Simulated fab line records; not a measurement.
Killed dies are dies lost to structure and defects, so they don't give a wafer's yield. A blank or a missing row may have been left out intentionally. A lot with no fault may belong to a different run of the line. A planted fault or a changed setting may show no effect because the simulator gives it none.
Matching of chambers ; flow n5Finfet ; N5_PMOS_HMC_CHANNEL_EPI_ETCH_38 on rieSi-06 has 4 sister chambers
The step etches SiO2 in CF4, target depth 1.5 nm. 8 wafers are shown with their chamber, then 9 later ones without.

WAFERS PAIRED WITH THEIR CHAMBERS
wafer;chamber;drypumpMotorCurrentA (A);throttleValvePct (%)
L080.6;2;5.8;22.00
L081.3;3;5.4;21.49
L082.2;0;5.9;21.40
L082.3;1;6.1;22.12
L082.6;1;6.1;22.15
L083.1;0;5.9;21.40
L083.4;2;5.7;21.98
L083.5;3;5.5;21.51

WAFERS WHOSE CHAMBER IS MISSING
wafer;drypumpMotorCurrentA (A);throttleValvePct (%)
L092.2;5.4;21.50
L092.4;5.9;21.39
L092.5;5.4;21.50
L095.1;5.7;22.00
L095.2;5.9;21.42
L095.4;5.5;21.50
L096.1;5.9;21.41
L096.5;5.9;21.41
L096.6;5.5;21.50

WHICH CHAMBER EACH ONE RAN IN
wafer;from the rows above;in truth
L092.2;3;3
L092.4;0;0
L092.5;3;3
L095.1;2;2
L095.2;0;0
L095.4;3;3
L096.1;0;0
L096.5;0;0
L096.6;3;3
9 of 9 placed correctly. From these rows, 0 cannot be placed. 0 placed wrongly.
How it was worked out, from the rows above alone: a wafer's distance from a chamber is the root of the sum, over the readings, of the square of ((its reading less the chamber's mean) divided by the reading's scatter). The wafer belongs to the nearest chamber; if the next one is less than 2 further off, it can't be placed. For every chamber, the mean is computed from those of its wafers that are shown. The scatter: the root of (the sum of the squares of (reading less its chamber's mean) over the shown wafers, divided by (wafers less chambers)).
